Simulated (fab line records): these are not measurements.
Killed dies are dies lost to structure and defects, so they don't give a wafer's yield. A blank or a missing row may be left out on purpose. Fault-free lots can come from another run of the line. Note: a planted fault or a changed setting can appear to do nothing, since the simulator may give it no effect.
A lot that was struck, set against a sound lot + flow nandHarc + 15 steps out of a route of 1302
Sound: the wafers L610.2, L610.4, L610.6. Wafers L612.3, L612.5, L612.6 were the ones struck. The cause is named last.
Per side, at each step with rows, come the tool, then ch with its chambers, and then its first start. Under that, the readings that differ: sound wafers + struck wafers + difference of the means + sigmas: that difference in standard deviations of wafers without a fault.
alike: a reading whose means differ by less than 2 such deviations, as well as words and numbers matching on both sides. not compared: withheld readings; readings where some wafer has no value; bounds like >300 that might hide an equal value; numbers whose values overlap and for which the record gives no deviation.
The two part at a step that has a row with sigmas, a row that says differs or no value, or rows on one side only. Numbers that have no deviation but don't overlap get no sigmas and don't part them. A reading that every wafer of one side lacks parts them only if that side has two wafers or more.

first, 4 steps without rows for these wafers: NHARC_THIN_TSV_EBR_08; NHARC_THIN_TSV_EXPOSE_09 (exposes mask TSV); NHARC_THIN_TSV_PEB_10 (peb time 85 s); NHARC_THIN_TSV_DEVELOP_11 (time 70 s).
NHARC_THIN_TSV_CD_MEAS_12: target cd 1000 nm.
  sound on cdSem-02 ch 0, day 30 19:32; struck on cdSem-03 ch 0, day 30 14:41
  alike: cdNm
then, 1 step without rows for these wafers: NHARC_THIN_TSV_HARDBAKE_13 (time 80 s).
NHARC_THIN_TSV_DESCUM_14: chemistry O2, time 3 s.
  sound on rieDiel-10 ch 1,2,3, day 30 19:41; struck on rieDiel-10 ch 0,2,3, day 30 14:52
  alike: drypumpMotorCurrentA, oesProductAu, rfVppV, showerheadPlenumPTorr, throttleValvePct
  not compared: rfHoursCounterH
NHARC_THIN_TSV_ETCH_44: etches the open film in CF4/O2, target depth 1594.2 nm, time 797.1 s.
  sound on rieDiel-10 ch 0,2, day 30 19:46; struck on rieDiel-10 ch 0,1, day 30 14:59
  alike: drypumpMotorCurrentA, oesProductAu, rfVppV, showerheadPlenumPTorr, throttleValvePct
  not compared: rfHoursCounterH
NHARC_THIN_TSV_ETCH_15: target depth 3000 nm, bosch target overetch cycles 2, bosch etch step 2.8 s.
  sound on rieSi-05 ch 0,2, day 30 20:20; struck on rieSi-03 ch 0,1, day 30 15:31
  alike: drypumpMotorCurrentA
  not compared: rfHoursCounterH
NHARC_THIN_TSV_CD_MEAS_16:
  sound on cdSem-02 at day 30 20:29; struck on cdSem-03 at day 30 15:38
  alike: cdNm
NHARC_THIN_TSV_STRIP_45: strips in O2.
  sound on plasmaAsher-01 ch 0, day 30 20:36; struck on plasmaAsher-01 ch 0,1, day 30 15:49
  alike: drypumpMotorCurrentA, heaterPowerW
  not compared: rfHoursCounterH
then, 1 step without rows for these wafers: NHARC_THIN_TSV_STRIP_46 (strips in post etch residue remover, time 1200 s).
NHARC_THIN_TSV_DEP_47: deposits SiO2, target thk 200 nm.
  sound on pecvd-02 ch 0,1, day 30 21:23; struck on pecvd-02 ch 0,1,2, day 30 16:31
  no value came back on the struck wafers for chamberPressureTorr (Torr), flowSccm (sccm), throttleValvePct (%); on the sound wafers chamberPressureTorr (Torr) reads 6.459 6.489 6.489
NHARC_THIN_TSV_ETCHBACK_48: etches the open film in C4F8/Ar, target depth 1028.5 nm, time 405.17 s.
  sound on rieDiel-07 ch 0,1, day 30 21:51; struck on rieDiel-07 ch 0,1,3, day 30 17:01
  alike: oesProductAu, rfVppV
  not compared: rfHoursCounterH
NHARC_END_SORT_01:
  sound on prober-02 ch 0, day 31 11:26; struck on prober-01 ch 0, day 31 07:14
| reading                | sound          | struck                                                            | difference                   | sigmas      |
|------------------------|----------------|-------------------------------------------------------------------|------------------------------|-------------|
| hold                   | - - -          | awaitDispo/2.1h/scrap awaitDispo/2.1h/scrap awaitDispo/2.1h/scrap | no value on the sound wafers |             |
| defectLimitedYield (%) | 88.8 87.4 87.6 | 0 0 0                                                             | -88                          | -30         |
| killedAtOther          | 0 0 0          | 601 594 598                                                       | +598                         | +99 or more |
| killedDies             | 76 85 84       | 677 677 677                                                       | +595                         | +30         |
  alike: killedAtArray, killedAtPeriphery, killedOpen, killedShort

== WHERE THEY PART ==
Earliest at NHARC_THIN_TSV_DEP_47; latest, in this record, at NHARC_END_SORT_01.

WHY: whatever the simulator had introduced
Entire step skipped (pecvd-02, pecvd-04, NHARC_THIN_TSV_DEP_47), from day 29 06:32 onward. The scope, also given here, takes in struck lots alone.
